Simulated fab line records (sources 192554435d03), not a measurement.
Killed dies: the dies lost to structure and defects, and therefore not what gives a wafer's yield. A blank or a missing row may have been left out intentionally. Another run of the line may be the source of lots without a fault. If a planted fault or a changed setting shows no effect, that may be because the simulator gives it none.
Split-lot experiment -- flow n5 finfet -- 21 wafers read across 7 lots, on a route 1938 steps long

## THE SPLIT ITSELF
At N5_BEOL_M7_ETCH_66 (etches SOC in N2/H2, target depth 80 nm, overetch 16 nm, time 120 s), the setting bias w was moved away from the recipe's 150 W on 9 of the 21 wafers read, by -16.3% to +16.3%. All remaining wafers had this setting at the recipe value.

The reading comes from the split's own step.

## THE READING
rf vpp V, in V, at N5_BEOL_M7_ETCH_66 (etches SOC in N2/H2, target depth 80 nm, overetch 16 nm, time 120 s). A value of 523.8 V with a standard deviation of 2.2 V is what fault-free wafers of this fab line usually give.

wafer,"tool, chamber at the split","bias w as run, W",against the recipe,"rf vpp V, V",against lot-mates on the recipe
L081.1,"rie diel-01, 0",150,recipe,522.9,-
L081.5,"rie diel-01, 3",174.5,+16.3%,578.1,+55.4
L081.6,"rie diel-01, 0",150,recipe,522.5,-
L079.1,"rie diel-03, 1",150,recipe,522.8,-
L079.3,"rie diel-03, 2",150,recipe,524.0,-
L079.4,"rie diel-03, 3",150,recipe,528.6,-
L077.3,"rie diel-05, 3",142.9,-4.7%,509.9,-13.8
L077.5,"rie diel-05, 1",150,recipe,526.0,-
L077.6,"rie diel-05, 0",150,recipe,521.3,-
L080.2,"rie diel-03, 2",171.4,+14.3%,570.2,+46.8
L080.5,"rie diel-03, 1",150,recipe,523.4,-
L080.6,"rie diel-03, 2",171.4,+14.3%,569.2,+45.8
L085.1,"rie diel-03, 1",150,recipe,522.5,-
L085.2,"rie diel-03, 2",171.6,+14.4%,569.2,+46.7
L085.5,"rie diel-03, 2",171.6,+14.4%,570.1,+47.6
L086.1,"rie diel-03, 0",150,recipe,524.6,-
L086.5,"rie diel-03, 1",125.5,-16.3%,467.0,-57.2
L086.6,"rie diel-03, 2",150,recipe,523.7,-
L088.1,"rie diel-05, 1",172.3,+14.9%,574.1,+48.4
L088.2,"rie diel-05, 3",150,recipe,525.7,-
L088.5,"rie diel-05, 2",172.3,+14.9%,569.5,+43.8

FIT RESULTS
A straight line over all 21 wafers: rf vpp V changes by +3.27 V for each +1% of bias w; r = +1.00; the points scatter about the line by 2 V.
The same after taking each lot's own level away (the mean of its wafers on the recipe; 21 wafers): +3.29 V for each +1%; r = +1.00; scatter 2 V.
On that fit, the largest move of bias w shifts the reading by 54 V.
Across the lots, their own levels run from 522.50 to 525.70 V, a range of 1.5 times the standard deviation given above.
The two slopes are in agreement: the lot-to-lot level therefore moves the slope only a little.
Check: +53 V against its lot-mates is what the line predicts for one of the wafers moved furthest among these (+16.3%) when that wafer is left out of the fit. It came out at +55.4 V against them.
Tool readings at the split's step, against how far the setting was moved: rf vpp V r = +1.00.

## OTHER SPLITS ON THESE WAFERS
Other splits were also applied to these wafers ahead of the reading. Each is held against what the fit with the lots' levels taken away leaves over:
other split on the same wafers,wafers away from the commonest value,r with rf vpp V (lot level and that fit taken away)
N5_BEOL_M6_TRENCH_ETCH_37 time s,6,+0.23

## THE FILE'S OWN FIT
rf vpp V changes by +3.31 V for each +1% of bias w, r = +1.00.
